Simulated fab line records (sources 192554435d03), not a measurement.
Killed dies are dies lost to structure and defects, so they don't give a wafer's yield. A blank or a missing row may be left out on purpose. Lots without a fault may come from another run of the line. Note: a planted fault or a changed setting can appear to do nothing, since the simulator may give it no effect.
Chamber matching || flow n5 finfet || N5_BEOL_M5_DESCUM_16 on rie diel-03: 4 sister chambers
The step chemistry O2, time 7 s. 22 wafers are shown with their chamber, then 11 later ones without.

== WAFERS WITH THEIR CHAMBER ==
{"wafer": "L074.2", "chamber": 2, "drypump motor current A (A)": 5.0, "showerhead plenum p Torr (Torr)": 2.12, "throttle valve pct (%)": 19.93}
{"wafer": "L074.5", "chamber": 1, "drypump motor current A (A)": 6.3, "showerhead plenum p Torr (Torr)": 2.15, "throttle valve pct (%)": 20.78}
{"wafer": "L074.6", "chamber": 0, "drypump motor current A (A)": 6.0, "showerhead plenum p Torr (Torr)": 2.04, "throttle valve pct (%)": 20.08}
{"wafer": "L076.1", "chamber": 1, "drypump motor current A (A)": 6.3, "showerhead plenum p Torr (Torr)": 2.15, "throttle valve pct (%)": 20.78}
{"wafer": "L076.3", "chamber": 2, "drypump motor current A (A)": 5.0, "showerhead plenum p Torr (Torr)": 2.12, "throttle valve pct (%)": 19.96}
{"wafer": "L076.5", "chamber": 2, "drypump motor current A (A)": 5.0, "showerhead plenum p Torr (Torr)": 2.12, "throttle valve pct (%)": 19.94}
{"wafer": "L078.1", "chamber": 2, "drypump motor current A (A)": 5.0, "showerhead plenum p Torr (Torr)": 2.12, "throttle valve pct (%)": 19.95}
{"wafer": "L078.5", "chamber": 3, "drypump motor current A (A)": 5.7, "showerhead plenum p Torr (Torr)": 2.06, "throttle valve pct (%)": 20.56}
{"wafer": "L078.6", "chamber": 0, "drypump motor current A (A)": 6.0, "showerhead plenum p Torr (Torr)": 2.04, "throttle valve pct (%)": 20.10}
{"wafer": "L079.3", "chamber": 3, "drypump motor current A (A)": 5.7, "showerhead plenum p Torr (Torr)": 2.07, "throttle valve pct (%)": 20.55}
{"wafer": "L079.5", "chamber": 1, "drypump motor current A (A)": 6.3, "showerhead plenum p Torr (Torr)": 2.15, "throttle valve pct (%)": 20.79}
{"wafer": "L079.6", "chamber": 0, "drypump motor current A (A)": 6.0, "showerhead plenum p Torr (Torr)": 2.04, "throttle valve pct (%)": 20.08}
{"wafer": "L083.2", "chamber": 0, "drypump motor current A (A)": 6.1, "showerhead plenum p Torr (Torr)": 2.04, "throttle valve pct (%)": 20.11}
{"wafer": "L083.5", "chamber": 2, "drypump motor current A (A)": 5.0, "showerhead plenum p Torr (Torr)": 2.12, "throttle valve pct (%)": 19.96}
{"wafer": "L083.6", "chamber": 0, "drypump motor current A (A)": 6.0, "showerhead plenum p Torr (Torr)": 2.04, "throttle valve pct (%)": 20.10}
{"wafer": "L084.1", "chamber": 3, "drypump motor current A (A)": 5.7, "showerhead plenum p Torr (Torr)": 2.06, "throttle valve pct (%)": 20.58}
{"wafer": "L084.3", "chamber": 2, "drypump motor current A (A)": 5.1, "showerhead plenum p Torr (Torr)": 2.12, "throttle valve pct (%)": 19.97}
{"wafer": "L084.5", "chamber": 2, "drypump motor current A (A)": 5.0, "showerhead plenum p Torr (Torr)": 2.12, "throttle valve pct (%)": 19.97}
{"wafer": "L086.2", "chamber": 1, "drypump motor current A (A)": 6.3, "showerhead plenum p Torr (Torr)": 2.15, "throttle valve pct (%)": 20.51}
{"wafer": "L086.4", "chamber": 3, "drypump motor current A (A)": 5.7, "showerhead plenum p Torr (Torr)": 2.06, "throttle valve pct (%)": 20.60}
{"wafer": "L086.5", "chamber": 1, "drypump motor current A (A)": 6.3, "showerhead plenum p Torr (Torr)": 2.14, "throttle valve pct (%)": 20.53}
{"wafer": "L087.1", "chamber": 0, "drypump motor current A (A)": 6.1, "showerhead plenum p Torr (Torr)": 2.03, "throttle valve pct (%)": 19.79}

SIGNATURES, as means of the wafers listed above
{"reading": "drypump motor current A", "chamber 0": 6.033, "chamber 1": 6.300, "chamber 2": 5.014, "chamber 3": 5.700, "scatter within a chamber": 0.0349}
{"reading": "showerhead plenum p Torr", "chamber 0": 2.0383, "chamber 1": 2.1480, "chamber 2": 2.1200, "chamber 3": 2.0625, "scatter within a chamber": 0.00364}
{"reading": "throttle valve pct", "chamber 0": 20.0433, "chamber 1": 20.6780, "chamber 2": 19.9543, "chamber 3": 20.5725, "scatter within a chamber": 0.0955}
Rule: for a wafer and a chamber, the distance is found by dividing, reading by reading, the gap between the wafer's reading and the chamber's mean by the reading's scatter, squaring, summing and taking the root. The wafer belongs to the nearest chamber; if the next one is less than 2 further off, it can't be placed. The scatter: the root of (the sum of the squares of (reading less its chamber's mean) over the shown wafers, divided by (wafers less chambers)).

== WAFERS WHOSE CHAMBER IS MISSING ==
{"wafer": "L087.4", "drypump motor current A (A)": 6.1, "showerhead plenum p Torr (Torr)": 2.03, "throttle valve pct (%)": 19.78}
{"wafer": "L087.5", "drypump motor current A (A)": 5.0, "showerhead plenum p Torr (Torr)": 2.11, "throttle valve pct (%)": 20.01}
{"wafer": "L090.2", "drypump motor current A (A)": 6.0, "showerhead plenum p Torr (Torr)": 2.03, "throttle valve pct (%)": 19.80}
{"wafer": "L090.4", "drypump motor current A (A)": 6.0, "showerhead plenum p Torr (Torr)": 2.03, "throttle valve pct (%)": 19.79}
{"wafer": "L090.5", "drypump motor current A (A)": 6.3, "showerhead plenum p Torr (Torr)": 2.14, "throttle valve pct (%)": 20.53}
{"wafer": "L093.1", "drypump motor current A (A)": 6.3, "showerhead plenum p Torr (Torr)": 2.14, "throttle valve pct (%)": 20.55}
{"wafer": "L093.2", "drypump motor current A (A)": 6.0, "showerhead plenum p Torr (Torr)": 2.03, "throttle valve pct (%)": 19.80}
{"wafer": "L093.6", "drypump motor current A (A)": 6.0, "showerhead plenum p Torr (Torr)": 2.03, "throttle valve pct (%)": 19.81}
{"wafer": "L094.1", "drypump motor current A (A)": 5.0, "showerhead plenum p Torr (Torr)": 2.11, "throttle valve pct (%)": 20.01}
{"wafer": "L094.4", "drypump motor current A (A)": 6.1, "showerhead plenum p Torr (Torr)": 2.03, "throttle valve pct (%)": 19.80}
{"wafer": "L094.5", "drypump motor current A (A)": 5.0, "showerhead plenum p Torr (Torr)": 2.11, "throttle valve pct (%)": 20.01}

== THE CHAMBER EACH PASSED THROUGH ==
{"wafer": "L087.4", "from the rows above": 0, "in truth": 0}
{"wafer": "L087.5", "from the rows above": 2, "in truth": 2}
{"wafer": "L090.2", "from the rows above": 0, "in truth": 0}
{"wafer": "L090.4", "from the rows above": 0, "in truth": 0}
{"wafer": "L090.5", "from the rows above": 1, "in truth": 1}
{"wafer": "L093.1", "from the rows above": 1, "in truth": 1}
{"wafer": "L093.2", "from the rows above": 0, "in truth": 0}
{"wafer": "L093.6", "from the rows above": 0, "in truth": 0}
{"wafer": "L094.1", "from the rows above": 2, "in truth": 2}
{"wafer": "L094.4", "from the rows above": 0, "in truth": 0}
{"wafer": "L094.5", "from the rows above": 2, "in truth": 2}
Correctly placed: 11 of 11. Not placeable from these rows: 0. Number placed wrongly: 0.
